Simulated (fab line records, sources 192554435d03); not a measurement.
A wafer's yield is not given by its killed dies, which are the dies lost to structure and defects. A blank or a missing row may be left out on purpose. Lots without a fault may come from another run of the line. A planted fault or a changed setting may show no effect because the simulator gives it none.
Matching of chambers :: flow n5-finfet :: N5_BEOL_M0_SAQP_ETCH_106 on rie-diel-02: 4 sister chambers
The step etches SOC in N2/H2, stops on SiNx, target depth 150 nm. 4 wafers are shown with their chamber, then 7 later ones without.

== EACH WAFER AND ITS CHAMBER ==
wafer: L089.2
chamber: 3
throttle-valve-pct (%): 18.23

wafer: L089.6
chamber: 0
throttle-valve-pct (%): 17.46

wafer: L090.3
chamber: 2
throttle-valve-pct (%): 17.86

wafer: L090.5
chamber: 1
throttle-valve-pct (%): 17.78

== WAFERS WHOSE CHAMBER IS MISSING ==
wafer: L090.6
throttle-valve-pct (%): 17.45

wafer: L092.3
throttle-valve-pct (%): 17.79

wafer: L092.4
throttle-valve-pct (%): 18.26

wafer: L092.5
throttle-valve-pct (%): 17.45

wafer: L094.1
throttle-valve-pct (%): 18.26

wafer: L094.2
throttle-valve-pct (%): 17.47

wafer: L094.4
throttle-valve-pct (%): 17.78

== CHAMBER TAKEN BY EACH ==
wafer: L090.6
from the rows above: 0
in truth: 0

wafer: L092.3
from the rows above: 1
in truth: 1

wafer: L092.4
from the rows above: 3
in truth: 3

wafer: L092.5
from the rows above: 0
in truth: 0

wafer: L094.1
from the rows above: 3
in truth: 3

wafer: L094.2
from the rows above: 0
in truth: 0

wafer: L094.4
from the rows above: 1
in truth: 1
Correctly placed: 7 of 7. Number that these rows cannot place: 0. 0 placed wrongly.
How it was worked out, from the rows above alone: a wafer's distance from a chamber is the root of the sum, over the readings, of the square of ((its reading less the chamber's mean) divided by the reading's scatter). If the next closest chamber is less than 2 further off than the closest, the wafer can't be placed; otherwise it belongs to the closest. The mean given for a chamber averages the wafers shown for that chamber. The scatter: with one shown wafer a chamber, the root of the mean of the squares of how far each hidden wafer lies from its nearest shown one.
